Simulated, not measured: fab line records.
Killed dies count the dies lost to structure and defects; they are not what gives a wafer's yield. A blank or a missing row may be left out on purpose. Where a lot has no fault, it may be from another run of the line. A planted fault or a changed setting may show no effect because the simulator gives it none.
Chamber matching / flow nand harc / NHARC_A_BONDPAD_STRIP_15 on rie diel-06: 4 sister chambers
The step strips in O2. 4 wafers are shown with their chamber, then 9 later ones without.

## WAFERS, EACH WITH ITS CHAMBER
wafer=L412.5; chamber=1; oes product au (a.u.)=0.988
wafer=L429.1; chamber=0; oes product au (a.u.)=0.989
wafer=L429.3; chamber=3; oes product au (a.u.)=0.976
wafer=L429.5; chamber=2; oes product au (a.u.)=1.012

## WAFERS WHOSE CHAMBER IS MISSING
wafer=L433.1; oes product au (a.u.)=0.995
wafer=L433.3; oes product au (a.u.)=1.015
wafer=L433.4; oes product au (a.u.)=1.015
wafer=L431.2; oes product au (a.u.)=1.013
wafer=L431.3; oes product au (a.u.)=1.002
wafer=L431.4; oes product au (a.u.)=0.983
wafer=L434.3; oes product au (a.u.)=1.004
wafer=L434.4; oes product au (a.u.)=1.004
wafer=L434.6; oes product au (a.u.)=0.973

## CHAMBER TAKEN BY EACH
wafer=L433.1; from the rows above=can't be placed: 0 or 1 or 2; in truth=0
wafer=L433.3; from the rows above=2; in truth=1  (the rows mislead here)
wafer=L433.4; from the rows above=2; in truth=2
wafer=L431.2; from the rows above=2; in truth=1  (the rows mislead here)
wafer=L431.3; from the rows above=can't be placed: 2 or 0 or 1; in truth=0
wafer=L431.4; from the rows above=can't be placed: 1 or 0 or 3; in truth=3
wafer=L434.3; from the rows above=can't be placed: 2 or 0 or 1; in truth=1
wafer=L434.4; from the rows above=can't be placed: 2 or 0 or 1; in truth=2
wafer=L434.6; from the rows above=3; in truth=3
Correct placement for 2 of the 9. Can't be placed from these rows: 5 (the true chamber is among the candidates in 5). Wrongly placed: 2.
How it was worked out, from the rows above alone: a wafer's distance from a chamber is the root of the sum, over the readings, of the square of ((its reading less the chamber's mean) divided by the reading's scatter). If the next closest chamber is less than 2 further off than the closest, the wafer can't be placed; otherwise it belongs to the closest. Each chamber's mean is taken over the wafers shown for it. The scatter: root of mean squared gap, hidden wafer to nearest shown wafer, with one shown wafer a chamber.
